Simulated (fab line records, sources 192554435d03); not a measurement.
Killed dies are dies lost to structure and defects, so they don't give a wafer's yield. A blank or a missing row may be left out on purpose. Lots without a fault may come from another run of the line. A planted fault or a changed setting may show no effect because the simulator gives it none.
Chamber matching | flow n5_finfet | N5_FIN_SAQP_ETCH_69 on rie_diel-03: 4 sister chambers
The step etches SOC in N2/H2, stops on SiNx, target depth 150 nm. 8 wafers are shown with their chamber, then 12 later ones without.

WAFERS WITH THEIR CHAMBER
wafer  | chamber | drypump_motor_current_A (A) | showerhead_plenum_p_Torr (Torr)
L083.1 | 2       | 5.8                         | 2.43
L087.5 | 3       | 5.8                         | 2.59
L088.2 | 3       | 5.8                         | 2.59
L089.2 | 0       | 6.3                         | 2.63
L090.2 | 0       | 6.2                         | 2.63
L092.1 | 2       | 5.8                         | 2.42
L092.2 | 1       | 4.8                         | 2.46
L092.5 | 1       | 4.8                         | 2.46

WAFERS WITHOUT THEIR CHAMBER
wafer  | drypump_motor_current_A (A) | showerhead_plenum_p_Torr (Torr)
L093.4 | 6.3                         | 2.63
L093.5 | 5.8                         | 2.42
L093.6 | 5.8                         | 2.59
L095.1 | 5.8                         | 2.41
L095.4 | 4.9                         | 2.46
L095.5 | 5.8                         | 2.59
L096.1 | 6.2                         | 2.63
L096.2 | 4.8                         | 2.46
L096.6 | 5.8                         | 2.41
L097.1 | 6.3                         | 2.63
L097.3 | 5.8                         | 2.41
L097.5 | 4.9                         | 2.46

WHICH CHAMBER EACH WENT THROUGH
wafer  | from the rows above | in truth
L093.4 | 0                   | 0
L093.5 | 2                   | 2
L093.6 | 3                   | 3
L095.1 | 2                   | 2
L095.4 | 1                   | 1
L095.5 | 3                   | 3
L096.1 | 0                   | 0
L096.2 | 1                   | 1
L096.6 | 2                   | 2
L097.1 | 0                   | 0
L097.3 | 2                   | 2
L097.5 | 1                   | 1
Placed correctly: 12 of 12. Can't be placed from these rows: 0. Placed wrongly: 0.
How it was worked out, from the rows above alone: a wafer's distance from a chamber is the root of the sum, over the readings, of the square of ((its reading less the chamber's mean) divided by the reading's scatter). The wafer belongs to the nearest chamber; if the next one is less than 2 further off, it can't be placed. A chamber's mean is the mean of its shown wafers. The scatter: the root of (the sum of the squares of (reading less its chamber's mean) over the shown wafers, divided by (wafers less chambers)).
